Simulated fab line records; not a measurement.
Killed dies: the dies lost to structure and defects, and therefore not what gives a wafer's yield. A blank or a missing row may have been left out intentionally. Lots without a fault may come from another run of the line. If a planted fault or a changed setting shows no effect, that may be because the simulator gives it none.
Matching of chambers | flow n5Finfet | N5_BEOL_M0_SAQP_SPACER2_ALD_26 on aldSin-03 has 4 sister chambers
The step deposits SiO2, target thk 15 nm, pulse time 1 s, purge time 2 s. 8 wafers are shown with their chamber, then 10 later ones without.

## WAFERS, EACH WITH ITS CHAMBER
wafer  | chamber | heaterPowerW (W) | susceptorTempC (C)
L077.2 | 2       | 444              | 299.73
L077.5 | 2       | 460              | 299.62
L082.2 | 0       | 413              | 299.93
L082.6 | 0       | 412              | 299.75
L088.4 | 1       | 481              | 299.77
L088.6 | 3       | 437              | 299.91
L089.2 | 1       | 487              | 300.13
L089.3 | 3       | 435              | 299.65

## WAFERS WHOSE CHAMBER IS MISSING
wafer  | heaterPowerW (W) | susceptorTempC (C)
L089.6 | 488              | 299.69
L090.4 | 489              | 299.79
L090.5 | 444              | 300.13
L090.6 | 410              | 299.98
L094.4 | 490              | 300.13
L094.5 | 417              | 300.12
L094.6 | 431              | 299.98
L096.1 | 465              | 299.76
L096.2 | 493              | 299.94
L096.3 | 441              | 299.97

## WHICH CHAMBER EACH WENT THROUGH
wafer  | from the rows above     | in truth
L089.6 | 1                       | 1
L090.4 | 1                       | 1
L090.5 | can't be placed: 3 or 2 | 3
L090.6 | 0                       | 0
L094.4 | 1                       | 1
L094.5 | can't be placed: 0 or 3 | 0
L094.6 | can't be placed: 3 or 0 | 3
L096.1 | can't be placed: 2 or 1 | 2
L096.2 | 1                       | 1
L096.3 | can't be placed: 3 or 2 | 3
5 of 10 placed correctly. These rows do not allow placing 5 (true chamber among the candidates in 5). 0 placed wrongly.
How it was worked out, from the rows above alone: a wafer's distance from a chamber is the root of the sum, over the readings, of the square of ((its reading less the chamber's mean) divided by the reading's scatter). If the next closest chamber is less than 2 further off than the closest, the wafer can't be placed; otherwise it belongs to the closest. The mean given for a chamber averages the wafers shown for that chamber. The scatter: the root of (the sum of the squares of (reading less its chamber's mean) over the shown wafers, divided by (wafers less chambers)).
